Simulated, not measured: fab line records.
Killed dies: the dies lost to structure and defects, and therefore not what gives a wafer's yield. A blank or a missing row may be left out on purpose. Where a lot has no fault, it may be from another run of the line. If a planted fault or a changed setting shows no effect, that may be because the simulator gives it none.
A lot that was struck, set against a sound lot ; flow n5_finfet ; 40 steps out of a route of 1938
Sound: these wafers, L995.1, L995.3, L995.5. Struck: wafer L986.3. (L986.1, L986.4 of the same lot were not struck and are left out.) The cause comes at the end.
Each step with rows lists, per side, the tool, then ch with its chambers, then its first start. Under that, the readings that differ: sound wafers ; struck wafers ; difference of the means ; sigmas: that difference in standard deviations of wafers without a fault.
alike: readings with means less than 2 such deviations apart, plus words and numbers identical on both sides. not compared: withheld readings, readings lacking a value on some wafer, bounds such as >300 that could conceal the same value, and numbers that have no deviation in the record and whose values overlap.
Wherever a step has rows on one side only, a row that says differs or no value, or a row with sigmas, the two part there. Numbers that have no deviation but don't overlap get no sigmas and don't part them. A reading that every wafer of one side lacks parts them only if that side has two wafers or more.

first, 9 steps without rows for these wafers: N5_BEOL_M4_ANNEAL_95 (time 240 s); N5_BEOL_M4_SPUTTER_96 (material Cu, target thk 4.5 nm, time 8.29 s); N5_BEOL_M4_ECD_50 (material Cu, target thk 300 nm); N5_BEOL_M4_ANNEAL_51 (time 90 s); N5_BEOL_M4_CMP_52 (polishes, stops on SiOC, t overpolish 6.8 s, target thk 40 nm); N5_BEOL_M4_PRE_CLEAN_60 (time 15 s); N5_BEOL_M4_CO_CAP_55 (material Co, precursor CCTBA/H2, target thk 2 nm, time 102.1 s); N5_BEOL_M4_PRE_CLEAN_56 (time 15 s); N5_BEOL_M4_DEP_57 (deposits SiCN from 3MS/NH3, target thk 8 nm, time 14 s).
N5_BEOL_M4_RC_MEAS_101:
  sound on prober-02 ch 0, day 12 20:23; struck on prober-02 ch 0, day 10 05:49
reading;sound;struck;difference;sigmas
DIBL_P (mV/V);35.6 39.6 40.2;33.6;-4.9;-2
  alike: DIBL_N, IOFF_N, IOFF_P, ION_N, ION_P, SS_N, SS_P, VT_N, VT_P
then, 24 steps without rows for these wafers: N5_BEOL_M5_ILD_DEP_00 (deposits SiCOH lowk from DEMS/porogen, target thk 140.64 nm, time 25.9 s); N5_BEOL_M5_CURE_79 (cures SiCOH lowk, time 240 s); N5_BEOL_M5_PECVD_70 (deposits SiO2 from TEOS/O2, target thk 16 nm, time 18 s); N5_BEOL_M5_HM_DEP_02 (deposits TiN, target thk 20 nm); N5_BEOL_M5_COAT_59 (time 60 s, resist thk 60 nm); N5_BEOL_M5_COAT_60 (time 60 s, resist thk 12 nm); N5_BEOL_M5_COAT_71 (time 60 s, resist thk 5 nm); N5_BEOL_M5_COAT_05 (resist thk 30 nm); N5_BEOL_M5_EBR_07; N5_BEOL_M5_SOFTBAKE_06 (time 60 s); N5_BEOL_M5_EXPOSE_08 (exposes mask M5, target cd 28 nm); N5_BEOL_M5_PEB_09 (peb time 60 s); N5_BEOL_M5_DEVELOP_10 (develop time 30 s); N5_BEOL_M5_DESCUM_16 (chemistry O2, time 7 s); N5_BEOL_M5_ETCH_72 (etches underlayer in N2/H2, target depth 6.5 nm, time 5.2 s); N5_BEOL_M5_ETCH_61 (etches SiARC in CF4, target depth 15.6 nm, time 26 s); N5_BEOL_M5_ETCH_62 (etches SOC in N2/H2, target depth 75 nm, overetch 15 nm, time 112.5 s); N5_BEOL_M5_STRIP_63 (strips in N2/H2); N5_BEOL_M5_STRIP_73 (strips in N2/H2); N5_BEOL_M5_STRIP_64 (strips in CF4); N5_BEOL_M5_HM_OPEN_17 (chemistry Cl2/BCl3, target TiN, target depth 20 nm, overetch 6 nm); N5_BEOL_M5_STRIP_19 (strips in O2); N5_BEOL_M5_COAT_65 (time 60 s, resist thk 60 nm); N5_BEOL_M5_COAT_66 (time 60 s, resist thk 12 nm).
-- a jump in the record: the struck wafers' starts before and after are 2 days apart (it breaks off in module BEOL_M5 and resumes in module BEOL_M11, where the first step shown is number 1554 of the route) --
N5_BEOL_M11_ETCH_62: etches SOC in N2/H2, target depth 110 nm, overetch 22 nm, time 165 s.
  sound on rie_diel-02 ch 1,2, day 15 07:14; struck on rie_diel-06 ch 3, day 12 15:06
reading;sound;struck;difference;sigmas
drypump_motor_current_A (A);6.6 6.1 6.6;5.4;-1.0;-2
oes_product_au (a.u.);0.65 0.74 0.64;0.83;+0.15;+2
rf_vpp_V (V);523.1 523.4 522.8;528.4;+5.3;+2
model.etch.depth_nm (nm);100.4 100.5 100.4;80.44;-19.99;
model.SiARC_of_BEOL_M11_COAT_60.thk_nm (nm);23.2 23.6 23.4;26;+3;
  alike: showerhead_plenum_p_Torr, throttle_valve_pct
  not compared: bias_w, rf_hours_counter_h
N5_BEOL_M11_HM_OPEN_17: chemistry Cl2/BCl3, target TiN, target depth 20 nm, overetch 6 nm.
  sound on rie_metal-02 ch 0,1, day 15 07:26; struck on rie_metal-02 ch 1, day 12 15:17
reading;sound;struck;difference;sigmas
oes_product_au (a.u.);0.64 0.58 0.63;0.29;-0.33;-4
throttle_valve_pct (%);22.47 22.60 22.48;23.11;+0.59;+2
  alike: bias_w, drypump_motor_current_A
  not compared: rf_hours_counter_h
N5_BEOL_M11_CD_MEAS_18: pitch 140 nm, target cd 70 nm.
  sound: cd_sem-03 at day 15 07:42; struck: cd_sem-01 at day 12 15:28
  not compared: cd_nm
N5_BEOL_M11_VIA_ETCH_34: etches SiCOH lowk in C4F6/O2, target depth 184.5 nm, time 69.2 s.
  sound on rie_diel-03 ch 1,2, day 15 10:05; struck on rie_diel-06 ch 3, day 12 16:15
reading;sound;struck;difference;sigmas
oes_product_au (a.u.);0.71 0.85 0.85;0.31;-0.49;-6
showerhead_plenum_p_Torr (Torr);2.70 2.89 2.89;3.01;+0.18;+2
  alike: bias_w, drypump_motor_current_A, rf_vpp_V, throttle_valve_pct
  not compared: rf_hours_counter_h
N5_BEOL_M11_OCD_MEAS_38:
  sound: ocd-02 at day 15 10:22; struck: ocd-02 at day 12 16:32
  not compared: trench_depth_nm
N5_PASSIVATION_PROBE_49:
  only the struck wafers here have rows in the record (prober-02, day 14 15:42); the sound ones have none

== WHERE THEY PART ==
Earliest at N5_BEOL_M4_RC_MEAS_101; latest, in this record, at N5_PASSIVATION_PROBE_49.

WHY: what the simulator had put in
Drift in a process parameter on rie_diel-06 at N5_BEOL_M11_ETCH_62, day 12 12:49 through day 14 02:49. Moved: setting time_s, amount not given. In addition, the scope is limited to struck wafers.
